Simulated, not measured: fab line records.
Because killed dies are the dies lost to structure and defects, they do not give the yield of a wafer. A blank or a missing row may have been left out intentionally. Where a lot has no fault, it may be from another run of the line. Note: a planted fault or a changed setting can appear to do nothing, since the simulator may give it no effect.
fab line records	flow nand_harc
record: lots: 24	wafers: 72	last_day: 33
route steps=1302 shown P_CONTACT@241 P_M0@270 P_M1@299 P_M2@328
lots with no fault: from the same line, run without faults
start_h: hours from the record's opening day to when the first of the lot's shown wafers began	wait_h: hours since the lot's step before	" as in the row above	L1.1+2: one row covering several wafers at once	- value missing, or start not given	* or withheld: withheld	< > ~ a bound
route shown NAME@n: NAME is a module with steps in the file, n the number in the route of the first one	usual: mean/standard deviation taken from wafers without a fault	same: alike in all rows	chamber/n: place in a boat	sites: readings site by site	_std_site: the standard deviation of these	_edge_site: mean of outer sites minus mean of inner sites	radius_mm: for every site, how far away it sits from the centre of the wafer	mask NAME#n: copy n	behind: the tool/chamber that last shaped the wafer	hold: cause of the lot's hold/its duration in hours/its outcome	device: whichever transistor did not switch (one of n, p or np)	end of line: the route-end tests of the same wafers	a step without rows: its recipe alone	killed: the dies lost at the first sort to structure and to defects; this is not the yield of the wafer	map: dies across one wafer; x = killed, . = not, _ = none there
set.NAME: the setting as run; set.NAME@STEP: as run at that earlier step	model.NAME: the simulator's own value behind a step, which no gauge read
one table for each step of the route and one row for each wafer, over a sample of lots
services: from which hour (start_h, from the record's first day; less than 0 if before it) a tool's chamber was out of use, for how many hours, and why
== steps ==
step: NHARC_P_CONTACT_CD_MEAS_19
usual: cd_nm: 89.7/1.3
lot.wafer	tool	chamber	start_h	wait_h	cd_nm
L075.1	cd_sem-03	-	99.60	-	88.5
L075.2	"	-	"	"	88.9
L075.3	"	-	"	"	87.8
L074.3	cd_sem-03	-	100.57	-	88.3
L074.4	"	-	"	"	88.8
L074.5	"	-	"	"	89.2
L076.1	cd_sem-03	-	116.63	-	90.5
L076.3	"	-	"	"	91.1
L076.5	"	-	"	"	91.8
L077.3	cd_sem-01	-	118.19	-	91.7
L077.5	"	-	"	"	88.9
L077.6	"	-	"	"	90.3
L078.1	cd_sem-02	-	131.84	-	89.1
L078.2	"	-	"	"	89.5
L078.5	"	-	"	"	89.2
L079.1	cd_sem-03	-	151.53	0.1	90.0
L079.3	"	-	"	"	90.7
L079.6	"	-	"	"	90.5
L080.3	cd_sem-03	-	154.42	-	87.6
L080.5	"	-	"	"	88.6
L080.6	"	-	"	"	91.0
L082.2	cd_sem-03	-	171.18	-	90.3
L082.3	"	-	"	"	90.9
L082.4	"	-	"	"	91.7
L081.1	cd_sem-02	-	172.04	-	90.5
L081.4	"	-	"	"	88.7
L081.6	"	-	"	"	91.0
L084.1	cd_sem-03	-	189.15	-	89.0
L084.2	"	-	"	"	87.2
L084.4	"	-	"	"	88.6
L083.1	cd_sem-03	-	189.54	-	88.1
L083.2	"	-	"	"	90.1
L083.6	"	-	"	"	90.1
L085.2	cd_sem-03	-	205.43	-	90.3
L085.4	"	-	"	"	91.2
L085.6	"	-	"	"	91.5
L086.1	cd_sem-03	-	209.93	-	90.8
L086.2	"	-	"	"	90.3
L086.6	"	-	"	"	89.9
L087.1	cd_sem-02	-	221.50	-	87.0
L087.2	"	-	"	"	86.1
L087.5	"	-	"	"	88.9
L088.3	cd_sem-03	-	239.76	-	91.5
L088.4	"	-	"	"	91.6
L088.5	"	-	"	"	89.8
L089.1	cd_sem-03	-	241.84	-	88.9
L089.4	"	-	"	"	88.4
L089.5	"	-	"	"	87.9
L090.1	cd_sem-03	-	253.58	-	90.6
L090.2	"	-	"	"	91.9
L090.5	"	-	"	"	92.7
L091.1	cd_sem-03	-	266.04	-	86.9
L091.5	"	-	"	"	88.3
L091.6	"	-	"	"	87.5
L092.1	cd_sem-03	-	277.72	-	89.5
L092.2	"	-	"	"	88.4
L092.5	"	-	"	"	89.4
L093.2	cd_sem-03	-	282.71	-	89.5
L093.5	"	-	"	"	90.8
L093.6	"	-	"	"	91.6
L094.1	cd_sem-03	-	297.57	-	92.7
L094.2	"	-	"	"	90.5
L094.6	"	-	"	"	90.6
L095.2	cd_sem-02	-	301.63	-	90.0
L095.3	"	-	"	"	90.4
L095.6	"	-	"	"	90.2
L096.1	cd_sem-01	-	314.26	-	89.1
L096.3	"	-	"	"	88.7
L096.4	"	-	"	"	90.2
L097.1	cd_sem-03	-	320.26	-	90.5
L097.3	"	-	"	"	90.0
L097.6	"	-	"	"	89.6
step: NHARC_P_CONTACT_PVD_32
recipe: target_thk_a: 50	chamber_pressure_pa: 5	power_w: 5000	substrate_temp_c: 200	time_s: 17.7	material: Ti
usual: throttle_valve_pct: 30.2/1.3
lot.wafer	tool	chamber	start_h	wait_h	throttle_valve_pct
L075.2	pvd_sputter-02	-	-	-	31.2
L075.3	"	-	"	"	31.2
L075.1	"	-	"	"	30.6
L074.4	pvd_sputter-02	-	-	-	30.4
L074.3	"	-	"	"	28.2
L074.5	"	-	"	"	31.1
L076.1	pvd_sputter-02	-	-	-	31.0
L076.3	"	-	"	"	30.7
L076.5	"	-	"	"	28.1
L077.3	pvd_sputter-02	-	-	-	30.3
L077.5	"	-	"	"	30.9
L077.6	"	-	"	"	30.7
L078.1	pvd_sputter-02	-	-	-	30.9
L078.2	"	-	"	"	30.6
L078.5	"	-	"	"	31.6
L079.1	pvd_sputter-01	-	-	-	30.5
L079.3	"	-	"	"	30.6
L079.6	"	-	"	"	30.8
L080.3	pvd_sputter-01	-	-	-	28.4
L080.5	"	-	"	"	28.2
L080.6	"	-	"	"	30.8
L082.3	pvd_sputter-03	-	-	-	29.8
L082.2	"	-	"	"	29.8
L082.4	"	-	"	"	30.3
L081.4	pvd_sputter-02	-	-	-	31.6
L081.1	"	-	"	"	30.9
L081.6	"	-	"	"	30.9
L084.1	pvd_sputter-02	-	-	-	28.0
L084.2	"	-	"	"	31.3
L084.4	"	-	"	"	30.9
L083.2	pvd_sputter-02	-	-	-	31.4
L083.1	"	-	"	"	31.1
L083.6	"	-	"	"	31.6
L085.2	pvd_sputter-02	-	-	-	30.5
L085.4	"	-	"	"	31.1
L085.6	"	-	"	"	30.4
L086.2	pvd_sputter-02	-	-	-	31.0
L086.1	"	-	"	"	28.1
L086.6	"	-	"	"	30.8
L087.1	pvd_sputter-01	-	-	-	33.2
L087.2	"	-	"	"	28.6
L087.5	"	-	"	"	32.8
L088.3	pvd_sputter-02	-	-	-	31.7
L088.4	"	-	"	"	28.1
L088.5	"	-	"	"	31.1
L089.1	pvd_sputter-01	-	-	-	28.8
L089.4	"	-	"	"	30.0
L089.5	"	-	"	"	28.4
L090.2	pvd_sputter-03	-	-	-	30.0
L090.1	"	-	"	"	29.3
L090.5	"	-	"	"	29.5
L091.1	pvd_sputter-03	-	-	-	30.3
L091.6	"	-	"	"	30.4
L091.5	"	-	"	"	29.7
L092.2	pvd_sputter-02	-	-	-	30.8
L092.1	"	-	"	"	30.7
L092.5	"	-	"	"	31.1
L093.2	pvd_sputter-01	-	-	-	32.7
L093.6	"	-	"	"	32.9
L093.5	"	-	"	"	29.6
L094.2	pvd_sputter-02	-	-	-	28.0
L094.1	"	-	"	"	31.3
L094.6	"	-	"	"	31.0
L095.3	pvd_sputter-01	-	-	-	33.0
L095.2	"	-	"	"	30.2
L095.6	"	-	"	"	29.5
L096.4	pvd_sputter-02	-	-	-	30.9
L096.1	"	-	"	"	30.7
L096.3	"	-	"	"	27.9
L097.3	pvd_sputter-01	-	-	-	29.8
L097.1	"	-	"	"	32.9
L097.6	"	-	"	"	30.0
step: NHARC_P_M0_STRIP_18
recipe: power_w: 1000	n2_flow_sccm: 150	h2_flow_sccm: 150	ar_flow_sccm: 0	bias_w: 0	chemistry: N2/H2
usual: drypump_motor_current_A: 5.8/0.31	oes_product_au: 1.000/0.0064	rf_vpp_V: 90.3/0.97	showerhead_plenum_p_Torr: 1.98/0.091	throttle_valve_pct: 14.169/0.0089
lot.wafer	tool	chamber	start_h	wait_h	drypump_motor_current_A	oes_product_au	rf_hours_counter_h	rf_vpp_V	showerhead_plenum_p_Torr	throttle_valve_pct
L075.2	rie_diel-03	3	103.35	0.1	6.1	1.005	3	91.3	1.91	14.179
L075.1	"	0	"	"	5.2	0.999	3	90.0	1.99	14.177
L075.3	"	1	"	"	5.8	0.993	3	88.9	1.96	14.169
L074.4	rie_diel-07	1	104.29	0.1	5.8	0.989	0	90.9	2.06	14.172
L074.3	"	0	"	"	6.0	0.996	0	90.0	1.89	14.178
L074.5	"	2	"	"	6.1	1.007	-	92.2	2.02	14.165
L076.1	rie_diel-07	1	120.44	0.1	5.9	0.987	3	89.7	2.06	14.155
L076.3	"	2	"	"	6.0	0.993	3	90.3	2.02	14.160
L076.5	"	1	"	"	5.9	0.989	-	90.2	2.06	14.158
L077.3	rie_diel-03	0	121.98	0.1	5.2	1.001	6	90.6	1.99	14.174
L077.6	"	0	"	"	5.2	0.996	-	90.3	1.99	14.160
L077.5	"	1	"	"	5.9	1.001	-	89.5	1.96	14.165
L078.2	rie_diel-07	2	135.41	0.1	6.1	0.992	5	90.5	2.02	14.171
L078.1	"	3	"	"	5.6	0.998	5	88.9	1.91	14.180
L078.5	"	3	"	"	5.6	0.999	-	89.5	1.91	14.159
L079.3	rie_diel-07	0	155.25	0.1	6.0	0.999	7	90.2	1.89	14.154
L079.1	"	2	"	"	6.0	1.002	8	89.0	2.02	14.169
L079.6	"	0	"	"	5.9	0.999	-	91.0	1.88	14.171
L080.3	rie_diel-07	2	158.10	0.1	6.0	0.999	8	92.1	2.02	14.171
L080.5	"	2	"	"	6.0	1.007	-	90.5	2.02	14.172
L080.6	"	3	"	"	5.6	0.996	-	90.4	1.91	14.168
L082.4	rie_diel-05	0	174.88	0.1	6.3	1.010	46	89.6	1.91	14.173
L082.3	"	1	"	"	5.3	1.002	43	91.4	2.11	14.175
L082.2	"	2	"	"	6.1	1.008	50	89.4	1.91	14.172
L081.4	rie_diel-05	2	175.74	0.1	6.1	0.999	50	88.9	1.91	14.165
L081.1	"	3	"	"	5.2	1.003	42	91.5	2.20	14.180
L081.6	"	2	"	"	6.1	1.006	-	90.3	1.91	14.167
L084.1	rie_diel-07	2	192.91	0.2	6.0	1.007	10	90.4	2.02	14.169
L084.2	"	3	"	"	5.6	1.003	10	89.9	1.91	14.176
L084.4	"	0	"	"	5.9	1.003	10	89.8	1.88	14.161
L083.2	rie_diel-07	2	194.50	0.1	6.0	1.009	10	91.3	2.02	14.169
L083.1	"	1	"	"	5.9	0.993	10	89.9	2.05	14.187
L083.6	"	3	"	"	5.6	0.993	-	89.5	1.91	14.165
L085.2	rie_diel-07	0	209.67	0.1	5.9	0.996	13	89.7	1.88	14.172
L085.4	"	2	"	"	6.0	1.004	13	90.4	2.02	14.162
L085.6	"	0	"	"	5.9	1.004	-	90.8	1.88	14.175
L086.2	rie_diel-07	3	213.77	0.1	5.6	1.001	14	89.2	1.91	14.159
L086.1	"	1	"	"	5.9	1.001	15	90.9	2.05	14.178
L086.6	"	3	"	"	5.6	1.007	-	91.1	1.91	14.180
L087.1	rie_diel-07	3	225.33	0.1	5.6	0.997	16	89.2	1.91	14.159
L087.2	"	1	"	"	5.8	0.996	16	91.0	2.05	14.167
L087.5	"	2	"	"	6.0	0.997	-	90.4	2.01	14.182
L088.4	rie_diel-03	3	243.44	0.1	6.1	1.005	47	90.0	1.90	14.181
L088.3	"	0	"	"	5.2	0.999	45	88.5	1.98	14.165
L088.5	"	3	"	"	6.1	0.998	-	88.0	1.90	14.161
L089.4	rie_diel-07	2	245.55	0.1	6.0	1.004	18	91.2	2.01	14.171
L089.1	"	3	"	"	5.6	0.995	17	90.8	1.91	14.164
L089.5	"	1	"	"	5.8	0.998	-	91.1	2.05	14.178
L090.1	rie_diel-07	0	257.39	0.1	5.9	0.989	18	89.5	1.88	14.190
L090.2	"	3	"	"	5.6	1.001	18	90.2	1.91	14.167
L090.5	"	1	"	"	5.9	0.998	-	90.3	2.05	14.163
L091.1	rie_diel-03	2	269.85	0.1	5.0	1.002	1	92.6	2.18	14.163
L091.5	"	3	"	"	6.1	1.000	-	88.3	1.90	14.160
L091.6	"	0	"	"	5.2	1.009	-	91.9	1.98	14.174
L092.1	rie_diel-05	2	281.34	0.1	6.1	1.010	25	90.2	1.90	14.169
L092.2	"	1	"	"	5.4	1.011	21	90.9	2.10	14.176
L092.5	"	2	"	"	6.1	1.004	-	90.2	1.90	14.175
L093.2	rie_diel-07	0	286.52	0.1	5.9	1.010	2	88.9	1.88	14.168
L093.5	"	1	"	"	5.8	1.005	-	90.4	2.05	14.160
L093.6	"	0	"	"	6.0	0.996	-	89.5	1.88	14.177
L094.2	rie_diel-07	2	301.18	0.1	6.0	0.999	2	90.5	2.01	14.147
L094.1	"	0	"	"	5.9	1.001	5	90.5	1.88	14.172
L094.6	"	3	"	"	5.6	0.998	-	89.6	1.91	14.166
L095.2	rie_diel-07	1	305.53	0.1	5.9	0.992	6	90.6	2.05	14.172
L095.3	"	3	"	"	5.6	0.990	6	91.7	1.91	14.183
L095.6	"	1	"	"	5.9	0.993	-	92.2	2.05	14.165
L096.4	rie_diel-07	2	317.93	0.1	6.0	1.002	5	90.9	2.01	14.169
L096.1	"	3	"	"	5.6	1.006	7	88.9	1.91	14.173
L096.3	"	0	"	"	5.9	0.999	8	89.9	1.88	14.174
L097.1	rie_diel-07	0	324.12	0.1	5.9	0.993	9	90.5	1.88	14.156
L097.3	"	1	"	"	5.9	0.999	9	90.5	2.05	14.174
L097.6	"	3	"	"	5.6	0.998	-	90.0	1.91	14.184
step: NHARC_P_M0_PVD_20
recipe: target_thk_a: 50	bias_v: 168.6	power_w: 15000	chamber_pressure_pa: 0.12	time_s: 8.06	substrate_temp_c: 50	material: TaN
usual: bias_v: 168.8/1.5	throttle_valve_pct: 30.3/1.3
lot.wafer	tool	chamber	start_h	wait_h	bias_v	throttle_valve_pct
L075.1	pvd_sputter-01	-	-	-	168.3	32.7
L075.3	"	-	"	"	169.3	30.5
L075.2	"	-	"	"	169.1	28.3
L074.4	pvd_sputter-03	-	-	-	167.7	28.5
L074.3	"	-	"	"	167.8	29.2
L074.5	"	-	"	"	169.5	31.2
L076.1	pvd_sputter-02	-	-	-	167.5	31.4
L076.3	"	-	"	"	168.2	30.8
L076.5	"	-	"	"	170.4	31.4
L077.3	pvd_sputter-02	-	-	-	170.8	31.0
L077.5	"	-	"	"	170.1	30.8
L077.6	"	-	"	"	167.5	28.1
L078.1	pvd_sputter-02	-	-	-	168.9	31.2
L078.2	"	-	"	"	172.6	27.8
L078.5	"	-	"	"	168.0	31.5
L079.1	pvd_sputter-01	-	-	-	167.4	32.9
L079.3	"	-	"	"	167.2	28.1
L079.6	"	-	"	"	167.9	32.9
L080.3	pvd_sputter-02	-	-	-	168.2	27.9
L080.5	"	-	"	"	170.8	30.9
L080.6	"	-	"	"	168.7	30.7
L082.3	pvd_sputter-01	-	-	-	168.0	33.1
L082.2	"	-	"	"	168.3	30.5
L082.4	"	-	"	"	168.4	28.4
L081.4	pvd_sputter-02	-	-	-	169.3	30.7
L081.1	"	-	"	"	169.3	31.4
L081.6	"	-	"	"	170.0	31.1
L084.4	pvd_sputter-01	-	-	-	167.5	32.8
L084.2	"	-	"	"	169.3	28.1
L084.1	"	-	"	"	166.2	30.9
L083.1	pvd_sputter-03	-	-	-	170.8	29.5
L083.2	"	-	"	"	167.3	29.7
L083.6	"	-	"	"	170.3	30.2
L085.2	pvd_sputter-03	-	-	-	166.4	30.1
L085.4	"	-	"	"	168.7	29.8
L085.6	"	-	"	"	171.5	29.4
L086.2	pvd_sputter-03	-	-	-	169.8	30.3
L086.1	"	-	"	"	169.7	30.0
L086.6	"	-	"	"	167.3	30.5
L087.1	pvd_sputter-01	-	-	-	170.2	29.6
L087.2	"	-	"	"	168.0	29.9
L087.5	"	-	"	"	169.8	28.5
L088.3	pvd_sputter-02	-	-	-	168.0	30.9
L088.4	"	-	"	"	171.5	30.8
L088.5	"	-	"	"	168.3	31.2
L089.4	pvd_sputter-02	-	-	-	166.0	30.7
L089.1	"	-	"	"	166.4	30.8
L089.5	"	-	"	"	167.7	31.4
L090.1	pvd_sputter-01	-	-	-	169.4	28.7
L090.2	"	-	"	"	165.3	30.0
L090.5	"	-	"	"	168.8	33.0
L091.1	pvd_sputter-03	-	-	-	169.0	29.8
L091.5	"	-	"	"	172.6	30.3
L091.6	"	-	"	"	169.7	29.4
L092.1	pvd_sputter-03	-	-	-	169.3	30.0
L092.2	"	-	"	"	169.3	30.4
L092.5	"	-	"	"	170.4	29.8
L093.2	pvd_sputter-03	-	-	-	168.1	29.2
L093.5	"	-	"	"	167.5	29.7
L093.6	"	-	"	"	170.9	29.1
L094.1	pvd_sputter-02	-	-	-	168.0	30.5
L094.2	"	-	"	"	169.4	31.3
L094.6	"	-	"	"	167.2	30.8
L095.2	pvd_sputter-01	-	-	-	167.6	28.8
L095.3	"	-	"	"	168.6	29.8
L095.6	"	-	"	"	169.5	32.9
L096.3	pvd_sputter-01	-	-	-	169.6	30.0
L096.1	"	-	"	"	168.6	33.0
L096.4	"	-	"	"	169.4	29.9
L097.1	pvd_sputter-01	-	-	-	166.9	33.2
L097.3	"	-	"	"	168.7	29.6
L097.6	"	-	"	"	166.1	28.7
step: NHARC_P_M1_ETCH_35
recipe: target_depth_a: 400	overetch_a: 120	time_s: 43.94	ion_energy_ev: 200	n2_flow_sccm: 150	h2_flow_sccm: 150	ar_flow_sccm: 0	rf_w: 400	bias_w: 150	chemistry: N2/H2
usual: drypump_motor_current_A: 5.6/0.35	oes_product_au: 1.002/0.0084	rf_vpp_V: 429.8/2.3	showerhead_plenum_p_Torr: 2.02/0.08	throttle_valve_pct: 14.171/0.0095
lot.wafer	tool	chamber	start_h	wait_h	drypump_motor_current_A	oes_product_au	rf_hours_counter_h	rf_vpp_V	showerhead_plenum_p_Torr	throttle_valve_pct
L075.1	rie_diel-04	0	107.08	0.1	5.9	1.004	44	426.3	1.90	14.175
L075.2	"	2	"	"	5.6	0.999	35	428.3	1.94	14.147
L075.3	"	3	"	"	6.1	1.003	44	428.8	1.93	14.192
L074.3	rie_diel-13	2	108.06	0.1	5.9	1.007	12	430.9	2.06	14.177
L074.5	"	3	"	"	5.2	1.005	-	427.9	1.91	14.196
L074.4	"	2	"	"	5.9	1.013	-	430.5	2.06	14.182
L076.3	rie_diel-13	0	124.23	0.1	6.0	1.001	14	428.3	1.94	14.183
L076.1	"	2	"	"	5.9	1.008	14	428.9	2.05	14.167
L076.5	"	0	"	"	6.0	1.012	-	426.9	1.94	14.173
L077.3	rie_diel-04	0	125.62	0.1	6.0	0.989	48	426.3	1.89	14.176
L077.6	"	0	"	"	5.9	0.992	-	426.1	1.89	14.177
L077.5	"	1	"	"	6.0	1.001	-	431.1	2.05	14.162
L078.2	rie_diel-13	3	139.64	0.1	5.2	1.001	16	425.9	1.91	14.174
L078.1	"	0	"	"	6.0	1.002	15	427.6	1.94	14.163
L078.5	"	1	"	"	5.3	1.009	-	431.7	2.13	14.164
L079.3	rie_diel-09	2	158.86	0.1	5.3	1.006	3	428.9	2.00	14.174
L079.1	"	3	"	"	5.7	1.010	3	431.6	2.11	14.178
L079.6	"	2	"	"	5.3	1.000	-	428.9	2.00	14.169
L080.3	rie_diel-09	2	161.74	0.1	5.3	1.001	4	429.7	2.00	14.173
L080.6	"	3	"	"	5.7	1.016	-	432.7	2.11	14.157
L080.5	"	0	"	"	5.4	1.013	-	432.1	2.10	14.165
L082.4	rie_diel-13	0	178.50	0.1	6.0	0.999	3	428.3	1.94	14.162
L082.2	"	1	"	"	5.3	1.002	3	431.7	2.12	14.171
L082.3	"	3	"	"	5.2	0.996	2	427.8	1.91	14.174
L081.4	rie_diel-13	1	179.50	0.1	5.3	0.999	3	432.4	2.12	14.156
L081.1	"	2	"	"	6.0	0.985	2	429.8	2.05	14.179
L081.6	"	1	"	"	5.3	1.001	-	433.2	2.12	14.174
L084.2	rie_diel-09	3	196.67	0.1	5.6	1.020	5	431.2	2.11	14.170
L084.1	"	1	"	"	5.2	1.004	4	428.9	2.01	14.182
L084.4	"	2	"	"	5.2	1.004	5	429.5	2.00	14.179
L083.2	rie_diel-13	0	198.12	0.1	6.1	0.994	5	428.7	1.94	14.173
L083.1	"	1	"	"	5.3	1.002	5	432.5	2.12	14.163
L083.6	"	0	"	"	6.0	0.999	-	428.2	1.94	14.178
L085.2	rie_diel-13	2	213.72	0.1	5.9	1.003	5	431.0	2.05	14.163
L085.4	"	3	"	"	5.2	1.002	6	428.9	1.91	14.163
L085.6	"	2	"	"	5.9	1.002	-	429.6	2.05	14.181
L086.2	rie_diel-13	3	217.52	0.1	5.1	1.007	7	427.2	1.91	14.170
L086.1	"	1	"	"	5.2	0.989	6	432.5	2.12	14.162
L086.6	"	3	"	"	5.2	0.999	-	427.6	1.91	14.182
L087.2	rie_diel-09	3	229.15	0.1	5.7	1.007	7	433.2	2.11	14.180
L087.1	"	0	"	"	5.4	1.006	6	432.7	2.10	14.171
L087.5	"	3	"	"	5.7	1.010	-	431.6	2.11	14.149
L088.3	rie_diel-09	3	247.20	0.1	5.7	1.008	9	433.6	2.11	14.186
L088.4	"	1	"	"	5.1	1.008	8	428.0	2.00	14.172
L088.5	"	3	"	"	5.7	1.001	-	431.7	2.11	14.175
L089.1	rie_diel-09	2	249.42	0.1	5.2	0.992	9	429.2	2.00	14.165
L089.4	"	3	"	"	5.7	0.998	9	431.7	2.11	14.169
L089.5	"	1	"	"	5.1	0.999	-	429.9	2.00	14.179
L090.2	rie_diel-13	0	261.16	0.1	6.0	0.997	11	426.9	1.94	14.176
L090.1	"	2	"	"	5.9	1.001	9	430.4	2.05	14.162
L090.5	"	3	"	"	5.2	1.003	-	425.1	1.91	14.169
L091.1	rie_diel-13	2	273.55	0.1	5.9	1.003	11	431.4	2.05	14.161
L091.6	"	2	"	"	5.9	1.013	-	430.7	2.05	14.168
L091.5	"	3	"	"	5.2	1.001	-	426.2	1.91	14.169
L092.2	rie_diel-13	2	284.97	0.1	5.9	1.004	12	432.9	2.05	14.168
L092.1	"	3	"	"	5.2	1.003	13	427.6	1.91	14.168
L092.5	"	1	"	"	5.3	0.985	-	432.9	2.12	14.174
L093.2	rie_diel-09	1	290.27	0.1	5.2	1.003	10	429.4	2.00	14.171
L093.6	"	0	"	"	5.5	1.006	-	431.7	2.10	14.177
L093.5	"	1	"	"	5.1	1.021	-	430.4	2.00	14.176
L094.2	rie_diel-04	3	304.81	0.1	6.1	1.000	52	426.9	1.91	14.171
L094.1	"	1	"	"	6.0	0.993	42	430.8	2.03	14.171
L094.6	"	2	"	"	5.6	0.995	-	428.0	1.92	14.164
L095.2	rie_diel-13	0	309.53	0.1	6.0	0.994	15	427.2	1.94	14.148
L095.3	"	1	"	"	5.3	0.987	13	432.2	2.12	14.181
L095.6	"	1	"	"	5.3	0.991	-	432.3	2.12	14.172
L096.1	rie_diel-09	0	321.99	0.1	5.4	1.005	1	432.2	2.10	14.155
L096.3	"	1	"	"	5.1	0.999	1	430.3	2.00	14.167
L096.4	"	3	"	"	5.7	1.004	-	433.1	2.11	14.178
L097.3	rie_diel-13	2	327.88	0.1	5.9	0.999	0	431.7	2.05	14.168
L097.1	"	0	"	"	6.0	0.999	0	427.4	1.94	14.171
L097.6	"	1	"	"	5.2	1.009	-	432.2	2.12	14.171
step: NHARC_P_M2_CD_MEAS_09
recipe: target_cd_nm: 170	landing_energy_ev: 500
usual: cd_nm: 170.1/0.44
lot.wafer	tool	chamber	start_h	wait_h	cd_nm
L075.1	cd_sem-03	0	111.04	-	170.0
L075.2	"	0	"	"	170.2
L075.3	"	0	"	"	170.1
L074.3	cd_sem-02	0	111.96	-	169.7
L074.4	"	0	"	"	170.0
L074.5	"	0	"	"	169.8
L076.1	cd_sem-01	0	128.23	-	170.1
L076.3	"	0	"	"	169.5
L076.5	"	0	"	"	170.1
L077.3	cd_sem-01	0	129.65	-	170.7
L077.5	"	0	"	"	170.7
L077.6	"	0	"	"	170.6
L078.1	cd_sem-03	0	143.42	-	170.8
L078.2	"	0	"	"	170.6
L078.5	"	0	"	"	170.7
L079.1	cd_sem-02	0	162.62	-	169.5
L079.3	"	0	"	"	170.3
L079.6	"	0	"	"	170.0
L080.3	cd_sem-02	0	165.70	-	169.1
L080.5	"	0	"	"	169.5
L080.6	"	0	"	"	169.4
L082.2	cd_sem-01	0	182.42	-	169.9
L082.3	"	0	"	"	169.5
L082.4	"	0	"	"	170.2
L081.1	cd_sem-02	0	183.27	-	170.3
L081.4	"	0	"	"	169.9
L081.6	"	0	"	"	170.1
L084.1	cd_sem-01	0	200.59	-	171.2
L084.2	"	0	"	"	170.1
L084.4	"	0	"	"	170.6
L083.1	cd_sem-01	0	201.91	-	170.2
L083.2	"	0	"	"	170.7
L083.6	"	0	"	"	169.5
L085.2	cd_sem-02	0	217.57	-	170.0
L085.4	"	0	"	"	169.9
L085.6	"	0	"	"	170.0
L086.1	cd_sem-02	0	221.37	-	170.1
L086.2	"	0	"	"	170.5
L086.6	"	0	"	"	169.5
L087.1	cd_sem-03	0	232.99	-	170.5
L087.2	"	0	"	"	169.6
L087.5	"	0	"	"	169.9
L088.3	cd_sem-01	0	250.96	-	169.6
L088.4	"	0	"	"	170.8
L088.5	"	0	"	"	170.1
L089.1	cd_sem-01	0	253.15	-	169.7
L089.4	"	0	"	"	169.8
L089.5	"	0	"	"	169.7
L090.1	cd_sem-02	0	265.24	-	169.7
L090.2	"	0	"	"	170.2
L090.5	"	0	"	"	170.1
L091.1	cd_sem-02	0	277.44	-	170.1
L091.5	"	0	"	"	169.7
L091.6	"	0	"	"	170.1
L092.1	cd_sem-03	0	288.86	-	169.8
L092.2	"	0	"	"	170.1
L092.5	"	0	"	"	170.1
L093.2	cd_sem-02	0	294.15	-	169.8
L093.5	"	0	"	"	170.3
L093.6	"	0	"	"	169.6
L094.1	cd_sem-01	0	308.93	-	169.6
L094.2	"	0	"	"	170.0
L094.6	"	0	"	"	170.0
L095.2	cd_sem-03	0	313.30	-	170.3
L095.3	"	0	"	"	170.0
L095.6	"	0	"	"	170.4
L096.1	cd_sem-02	0	325.94	-	170.7
L096.3	"	0	"	"	170.1
L096.4	"	0	"	"	170.7
L097.1	cd_sem-03	0	331.96	-	169.8
L097.3	"	0	"	"	169.8
L097.6	"	0	"	"	170.8
== services ==
tool	chamber	start_h	hours	kind
pvd_sputter-03	-	77.77	4.7	repair
pvd_sputter-02	-	80.10	10.0	pm
rie_diel-07	3	92.03	2.9	repair
rie_diel-07	-	93.32	9.0	pm
rie_diel-13	1	97.59	28.6	repair
pvd_sputter-03	-	117.79	8.4	repair
pvd_sputter-02	-	123.55	2.3	repair
rie_diel-13	-	141.03	9.0	pm
pvd_sputter-03	-	146.00	10.0	pm
pvd_sputter-01	-	157.11	2.4	repair
rie_diel-07	2	181.28	3.5	repair
rie_diel-07	-	186.83	3.6	repair
pvd_sputter-01	-	189.52	0.5	repair
pvd_sputter-01	-	202.00	10.0	pm
rie_diel-13	1	204.07	6.0	repair
rie_diel-07	3	220.59	2.4	repair
rie_diel-07	0	233.42	8.3	repair
rie_diel-07	-	240.63	0.2	repair
pvd_sputter-02	-	258.10	10.0	pm
rie_diel-07	-	270.39	9.0	pm
rie_diel-07	2	286.40	8.7	repair
rie_diel-13	3	297.51	8.8	repair
pvd_sputter-02	-	305.21	1.6	repair
rie_diel-13	-	318.03	9.0	pm
== key ==
fault none
